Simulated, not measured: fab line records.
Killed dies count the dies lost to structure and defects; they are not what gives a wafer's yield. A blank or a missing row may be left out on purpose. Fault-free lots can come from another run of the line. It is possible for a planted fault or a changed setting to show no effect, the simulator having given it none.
Code-filled problem report in 8D (eight disciplines) form / flow n5Finfet / the parts of the form that need people (team, actions taken, sign-off) are left out

## 1. PROBLEM STATEMENT
Wafers with no fault read 36 with a standard deviation of 10, whereas killed_at_M0_to_M3 at N5_PASSIVATION_PROBE_49 reads a mean of 167 on 1 wafer of 1 lot. Measured from the usual mean, that is +13 standard deviations.
Seen first at day 16 18:20 on prober-01, wafer L169.4. The record holds 3 wafers of 1 lot with a number at this step. The rule behind "out" and "out of limits": a value lying over 4 standard deviations away from the usual mean. The rest of the wafers with a number are treated as sound.

## 2. WHAT IT IS, WHAT IT ISN'T
question=which readings at this step | is=killed_at_M0_to_M3, defectLimitedYield, killedDies, sort_bin_5_function, sortNPass, sortYieldPct | is not=killed_at_M4_up, killedAtContacts, killedAtFrontEnd, killedAtOther, killedOpen, killedShort, sort_bin_6_memory
question=which lots | is=L169 | is not=-
question=which wafers of those lots | is=L169.4 | is not=L169.3, L169.5
question=read on which tools | is=prober-01 | is not=-
question=when | is=from day 16 18:20 | is not=up to then (1 sound wafer); but 1 sound wafer of L169 came after

## 3. THE SUSPECTS, EACH WITH WHAT RULES IT OUT
Counting: if a tool at a process step up to the reading ran every lot that is out, it stays a suspect. Sound lots after the first of them don't rule it out here, since some wafers of a struck lot are sound.
- wetBench-03 at N5_BEOL_M0_WET_ETCH_106 (etches SiO2 in DHF, target depth 130 nm, rinse time 30 s): kept. It ran the lot that is out, L169 (day 9 22:06).
- pvdSputter-02 at N5_PASSIVATION_PRE_CLEAN_19: kept. It ran the lot that is out, L169 (day 16 10:34).
- rieDiel-06 at N5_PASSIVATION_DESCUM_46 (chemistry O2, time 7.9 s): kept. It ran the lot that is out, L169 (day 16 13:15).
- prober-01 at N5_PASSIVATION_PROBE_49: kept. It ran the lot that is out, L169 (day 16 18:17). Its own defectLimitedYield, killed_at_M0_to_M3, killedDies, sort_bin_5_function, sortNPass, sortYieldPct readings are out on those wafers.
- At N5_BEOL_M0_WET_ETCH_106, inside wetBench-03: chamber 5 took the wafers that are out, while their sound lot-mates went through chambers 0, 4.
- At N5_PASSIVATION_DESCUM_46, inside rieDiel-06: chamber 1 took the wafers that are out, while their sound lot-mates went through chambers 0, 3.
Left after counting: wetBench-03 at N5_BEOL_M0_WET_ETCH_106, pvdSputter-02 at N5_PASSIVATION_PRE_CLEAN_19, rieDiel-06 at N5_PASSIVATION_DESCUM_46, prober-01 at N5_PASSIVATION_PROBE_49.

## 4. THE CAUSE (what the simulator had put in)
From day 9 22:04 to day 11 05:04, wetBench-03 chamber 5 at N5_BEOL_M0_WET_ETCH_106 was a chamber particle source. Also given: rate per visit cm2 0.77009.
4 suspects survive the count, and this tool is in that group.

## 5. THE EFFECT CHAIN, in route order
Rows list readings where the struck wafers' mean (over those with a number) sits beyond 3 standard deviations from the usual. Only readings for which the record gives a usual standard deviation are gone through. hours: the time from each lot's start at the first step in this table that gives one to its start at this step, as a median over the lots. sigmas: the change in usual standard deviations.
hours=0; step=N5_PASSIVATION_PROBE_49; reading=defectLimitedYield; usual=91.2 %; on struck wafers=80.7; change=-10.5; sigmas=-7.0
hours=0; step=N5_PASSIVATION_PROBE_49; reading=killed_at_M0_to_M3; usual=36; on struck wafers=167; change=+131; sigmas=+13
hours=0; step=N5_PASSIVATION_PROBE_49; reading=killedDies; usual=104; on struck wafers=228; change=+124; sigmas=+7.3
hours=0; step=N5_PASSIVATION_PROBE_49; reading=sort_bin_5_function; usual=5.1 %; on struck wafers=12.2; change=+7.1; sigmas=+7.8
hours=0; step=N5_PASSIVATION_PROBE_49; reading=sortNPass; usual=1076; on struck wafers=952; change=-124; sigmas=-7.3
hours=0; step=N5_PASSIVATION_PROBE_49; reading=sortYieldPct; usual=91.2 %; on struck wafers=80.7; change=-10.5; sigmas=-7.0
It contains these process steps:
- N5_PASSIVATION_PROBE_49

## 6. WHAT WOULD HAVE CAUGHT IT SOONER
First out-of-limits reading in this record: day 16 18:20, which is 164 hours after fault onset at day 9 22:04.
Tool readings at N5_BEOL_M0_WET_ETCH_106 with a usual standard deviation given in the record: none out on any struck wafer, hence no alarm at a limit of 4 standard deviations on them.
Each of the lots that are out, 1 in all, had begun N5_BEOL_M0_WET_ETCH_106 on wetBench-03 no later than day 16 18:20. Holding the tool at that point would not have protected any of them.
